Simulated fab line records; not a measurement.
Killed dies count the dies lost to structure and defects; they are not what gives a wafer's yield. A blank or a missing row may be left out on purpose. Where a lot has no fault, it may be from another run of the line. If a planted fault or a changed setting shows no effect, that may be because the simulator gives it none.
Chamber matching / flow n5 finfet / N5_BEOL_M0_DEP_125 on pecvd-04: 3 sister chambers
The step deposits SiCN from 3MS/NH3, target thk 8 nm, time 14 s. 3 wafers are shown with their chamber, then 8 later ones without.

## WAFERS PAIRED WITH THEIR CHAMBERS
wafer=L083.1; chamber=2; throttle valve pct (%)=8.0
wafer=L083.6; chamber=0; throttle valve pct (%)=9.9
wafer=L086.1; chamber=1; throttle valve pct (%)=8.6

## WAFERS WHOSE CHAMBER IS MISSING
wafer=L086.2; throttle valve pct (%)=10.0
wafer=L086.6; throttle valve pct (%)=8.6
wafer=L094.1; throttle valve pct (%)=8.8
wafer=L094.3; throttle valve pct (%)=9.8
wafer=L094.4; throttle valve pct (%)=8.4
wafer=L096.1; throttle valve pct (%)=8.7
wafer=L096.5; throttle valve pct (%)=8.4
wafer=L096.6; throttle valve pct (%)=10.0

## WHICH CHAMBER EACH ONE RAN IN
wafer=L086.2; from the rows above=0; in truth=0
wafer=L086.6; from the rows above=1; in truth=1
wafer=L094.1; from the rows above=1; in truth=1
wafer=L094.3; from the rows above=0; in truth=0
wafer=L094.4; from the rows above=can't be placed: 1 or 2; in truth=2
wafer=L096.1; from the rows above=1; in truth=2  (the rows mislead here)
wafer=L096.5; from the rows above=can't be placed: 1 or 2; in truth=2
wafer=L096.6; from the rows above=0; in truth=0
Correct placement for 5 of the 8. Unplaceable from these rows: 2, with the true chamber sitting among the candidates in 2. 1 placed wrongly.
How it was worked out, from the rows above alone: a wafer's distance from a chamber is the root of the sum, over the readings, of the square of ((its reading less the chamber's mean) divided by the reading's scatter). The wafer belongs to the nearest chamber; if the next one is less than 2 further off, it can't be placed. Each chamber's mean is taken over the wafers shown for it. The scatter: with one shown wafer a chamber, the root of the mean of the squares of how far each hidden wafer lies from its nearest shown one.
